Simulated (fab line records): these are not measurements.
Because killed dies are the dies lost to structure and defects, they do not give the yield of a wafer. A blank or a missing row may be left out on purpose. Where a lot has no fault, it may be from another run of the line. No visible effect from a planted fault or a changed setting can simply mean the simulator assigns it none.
Matching of chambers :: flow n5Finfet :: N5_BEOL_M7_ETCH_61 on rieDiel-03 has 4 sister chambers
The step etches SiARC in CF4, target depth 45.5 nm, time 75.8 s. 27 wafers are shown with their chamber, then 12 later ones without.

== WAFERS, EACH WITH ITS CHAMBER ==
wafer: L074.1
chamber: 1
showerheadPlenumPTorr (Torr): 2.07
drypumpMotorCurrentA (A): 5.60
throttleValvePct (%): 15.80

wafer: L074.4
chamber: 2
showerheadPlenumPTorr (Torr): 2.22
drypumpMotorCurrentA (A): 5.71
throttleValvePct (%): 15.71

wafer: L074.6
chamber: 0
showerheadPlenumPTorr (Torr): 2.13
drypumpMotorCurrentA (A): 6.31
throttleValvePct (%): 15.85

wafer: L075.1
chamber: 0
showerheadPlenumPTorr (Torr): 2.12
drypumpMotorCurrentA (A): 6.27
throttleValvePct (%): 15.87

wafer: L075.2
chamber: 1
showerheadPlenumPTorr (Torr): 2.07
drypumpMotorCurrentA (A): 5.56
throttleValvePct (%): 15.81

wafer: L075.4
chamber: 0
showerheadPlenumPTorr (Torr): 2.13
drypumpMotorCurrentA (A): 6.26
throttleValvePct (%): 15.86

wafer: L076.1
chamber: 0
showerheadPlenumPTorr (Torr): 2.12
drypumpMotorCurrentA (A): 6.24
throttleValvePct (%): 15.87

wafer: L076.3
chamber: 2
showerheadPlenumPTorr (Torr): 2.21
drypumpMotorCurrentA (A): 5.70
throttleValvePct (%): 15.73

wafer: L076.5
chamber: 1
showerheadPlenumPTorr (Torr): 2.07
drypumpMotorCurrentA (A): 5.63
throttleValvePct (%): 15.82

wafer: L079.1
chamber: 0
showerheadPlenumPTorr (Torr): 2.12
drypumpMotorCurrentA (A): 6.27
throttleValvePct (%): 15.85

wafer: L079.2
chamber: 3
showerheadPlenumPTorr (Torr): 2.28
drypumpMotorCurrentA (A): 5.75
throttleValvePct (%): 15.24

wafer: L079.4
chamber: 1
showerheadPlenumPTorr (Torr): 2.06
drypumpMotorCurrentA (A): 5.57
throttleValvePct (%): 15.82

wafer: L080.2
chamber: 3
showerheadPlenumPTorr (Torr): 2.27
drypumpMotorCurrentA (A): 5.79
throttleValvePct (%): 15.27

wafer: L080.4
chamber: 1
showerheadPlenumPTorr (Torr): 2.06
drypumpMotorCurrentA (A): 5.60
throttleValvePct (%): 15.82

wafer: L080.5
chamber: 1
showerheadPlenumPTorr (Torr): 2.06
drypumpMotorCurrentA (A): 5.57
throttleValvePct (%): 15.81

wafer: L082.1
chamber: 0
showerheadPlenumPTorr (Torr): 2.12
drypumpMotorCurrentA (A): 6.25
throttleValvePct (%): 15.89

wafer: L082.4
chamber: 3
showerheadPlenumPTorr (Torr): 2.27
drypumpMotorCurrentA (A): 5.78
throttleValvePct (%): 15.26

wafer: L082.6
chamber: 1
showerheadPlenumPTorr (Torr): 2.06
drypumpMotorCurrentA (A): 5.62
throttleValvePct (%): 15.83

wafer: L087.1
chamber: 0
showerheadPlenumPTorr (Torr): 2.12
drypumpMotorCurrentA (A): 6.28
throttleValvePct (%): 15.91

wafer: L087.2
chamber: 2
showerheadPlenumPTorr (Torr): 2.21
drypumpMotorCurrentA (A): 5.73
throttleValvePct (%): 15.78

wafer: L087.5
chamber: 1
showerheadPlenumPTorr (Torr): 2.06
drypumpMotorCurrentA (A): 5.57
throttleValvePct (%): 15.86

wafer: L088.3
chamber: 2
showerheadPlenumPTorr (Torr): 2.21
drypumpMotorCurrentA (A): 5.72
throttleValvePct (%): 15.77

wafer: L088.4
chamber: 3
showerheadPlenumPTorr (Torr): 2.27
drypumpMotorCurrentA (A): 5.79
throttleValvePct (%): 15.28

wafer: L088.6
chamber: 2
showerheadPlenumPTorr (Torr): 2.21
drypumpMotorCurrentA (A): 5.68
throttleValvePct (%): 15.77

wafer: L089.1
chamber: 2
showerheadPlenumPTorr (Torr): 2.21
drypumpMotorCurrentA (A): 5.72
throttleValvePct (%): 15.76

wafer: L089.3
chamber: 1
showerheadPlenumPTorr (Torr): 2.06
drypumpMotorCurrentA (A): 5.59
throttleValvePct (%): 15.85

wafer: L089.4
chamber: 3
showerheadPlenumPTorr (Torr): 2.27
drypumpMotorCurrentA (A): 5.78
throttleValvePct (%): 15.29

SIGNATURES, as means of the wafers listed above
reading: showerheadPlenumPTorr
chamber 0: 2.1229
chamber 1: 2.0633
chamber 2: 2.2117
chamber 3: 2.2720
scatter within a chamber: 0.00469

reading: drypumpMotorCurrentA
chamber 0: 6.2686
chamber 1: 5.5900
chamber 2: 5.7100
chamber 3: 5.7780
scatter within a chamber: 0.0214

reading: throttleValvePct
chamber 0: 15.8714
chamber 1: 15.8244
chamber 2: 15.7533
chamber 3: 15.2680
scatter within a chamber: 0.022
Rule: for each reading, subtract the chamber's mean from the wafer's reading, divide by that reading's scatter and square the result; add these up over the readings and take the root, which gives the wafer's distance from the chamber. If the next closest chamber is less than 2 further off than the closest, the wafer can't be placed; otherwise it belongs to the closest. How the scatter is found: for the shown wafers, subtract from each reading the mean of its chamber, square and add these, divide the total by (wafers less chambers), then take the root.

== WAFERS WHOSE CHAMBER IS MISSING ==
wafer: L091.1
showerheadPlenumPTorr (Torr): 2.11
drypumpMotorCurrentA (A): 6.25
throttleValvePct (%): 15.93

wafer: L091.4
showerheadPlenumPTorr (Torr): 2.20
drypumpMotorCurrentA (A): 5.70
throttleValvePct (%): 15.78

wafer: L091.5
showerheadPlenumPTorr (Torr): 2.11
drypumpMotorCurrentA (A): 6.27
throttleValvePct (%): 15.93

wafer: L093.1
showerheadPlenumPTorr (Torr): 2.11
drypumpMotorCurrentA (A): 6.29
throttleValvePct (%): 15.93

wafer: L093.3
showerheadPlenumPTorr (Torr): 2.26
drypumpMotorCurrentA (A): 5.78
throttleValvePct (%): 15.29

wafer: L093.4
showerheadPlenumPTorr (Torr): 2.06
drypumpMotorCurrentA (A): 5.57
throttleValvePct (%): 15.88

wafer: L094.2
showerheadPlenumPTorr (Torr): 2.11
drypumpMotorCurrentA (A): 6.30
throttleValvePct (%): 15.96

wafer: L094.3
showerheadPlenumPTorr (Torr): 2.05
drypumpMotorCurrentA (A): 5.60
throttleValvePct (%): 15.88

wafer: L094.6
showerheadPlenumPTorr (Torr): 2.11
drypumpMotorCurrentA (A): 6.27
throttleValvePct (%): 15.94

wafer: L097.2
showerheadPlenumPTorr (Torr): 2.05
drypumpMotorCurrentA (A): 5.57
throttleValvePct (%): 15.89

wafer: L097.4
showerheadPlenumPTorr (Torr): 2.20
drypumpMotorCurrentA (A): 5.74
throttleValvePct (%): 15.82

wafer: L097.5
showerheadPlenumPTorr (Torr): 2.05
drypumpMotorCurrentA (A): 5.55
throttleValvePct (%): 15.87

== WHICH CHAMBER EACH ONE RAN IN ==
wafer: L091.1
from the rows above: 0
in truth: 0

wafer: L091.4
from the rows above: 2
in truth: 2

wafer: L091.5
from the rows above: 0
in truth: 0

wafer: L093.1
from the rows above: 0
in truth: 0

wafer: L093.3
from the rows above: 3
in truth: 3

wafer: L093.4
from the rows above: 1
in truth: 1

wafer: L094.2
from the rows above: 0
in truth: 0

wafer: L094.3
from the rows above: 1
in truth: 1

wafer: L094.6
from the rows above: 0
in truth: 0

wafer: L097.2
from the rows above: 1
in truth: 1

wafer: L097.4
from the rows above: 2
in truth: 2

wafer: L097.5
from the rows above: 1
in truth: 1
12 of 12 placed correctly. Not placeable from these rows: 0. Placed wrongly: 0.
